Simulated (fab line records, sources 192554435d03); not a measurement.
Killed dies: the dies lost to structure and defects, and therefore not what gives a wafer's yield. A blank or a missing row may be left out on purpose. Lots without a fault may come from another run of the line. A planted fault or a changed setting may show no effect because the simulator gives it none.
Chamber matching | flow n5-finfet | uv-cure-03 running N5_BEOL_M10_CURE_71: 3 sister chambers
The step cures SiCOH lowk, time 240 s. 3 wafers are shown with their chamber, then 10 later ones without.

## WAFERS WITH THEIR CHAMBER
wafer  | chamber | wafer_temp_C_max
L076.3 | 0       | 386.4
L084.6 | 2       | 386.6
L091.3 | 1       | 387.0

## WAFERS WITH NO CHAMBER GIVEN
wafer  | wafer_temp_C_max
L091.5 | 387.3
L093.1 | 387.1
L093.3 | 387.0
L093.4 | 387.2
L094.1 | 386.5
L094.5 | 387.2
L094.6 | 386.6
L096.1 | 385.8
L096.2 | 386.0
L096.5 | 385.7

## WHICH CHAMBER EACH ONE RAN IN
wafer  | from the rows above          | in truth
L091.5 | can't be placed: 1 or 2 or 0 | 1
L093.1 | can't be placed: 1 or 2 or 0 | 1
L093.3 | can't be placed: 1 or 2 or 0 | 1
L093.4 | can't be placed: 1 or 2 or 0 | 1
L094.1 | can't be placed: 0 or 2 or 1 | 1
L094.5 | can't be placed: 1 or 2 or 0 | 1
L094.6 | can't be placed: 2 or 0 or 1 | 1
L096.1 | can't be placed: 0 or 2 or 1 | 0
L096.2 | can't be placed: 0 or 2 or 1 | 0
L096.5 | can't be placed: 0 or 2 or 1 | 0
Correctly placed: 0 of 10. These rows do not allow placing 10 (true chamber among the candidates in 10). Placed wrongly: 0.
How it was worked out, from the rows above alone: a wafer's distance from a chamber is the root of the sum, over the readings, of the square of ((its reading less the chamber's mean) divided by the reading's scatter). If the next closest chamber is less than 2 further off than the closest, the wafer can't be placed; otherwise it belongs to the closest. A chamber's mean is the mean of its shown wafers. The scatter: with one shown wafer a chamber, the root of the mean of the squares of how far each hidden wafer lies from its nearest shown one.
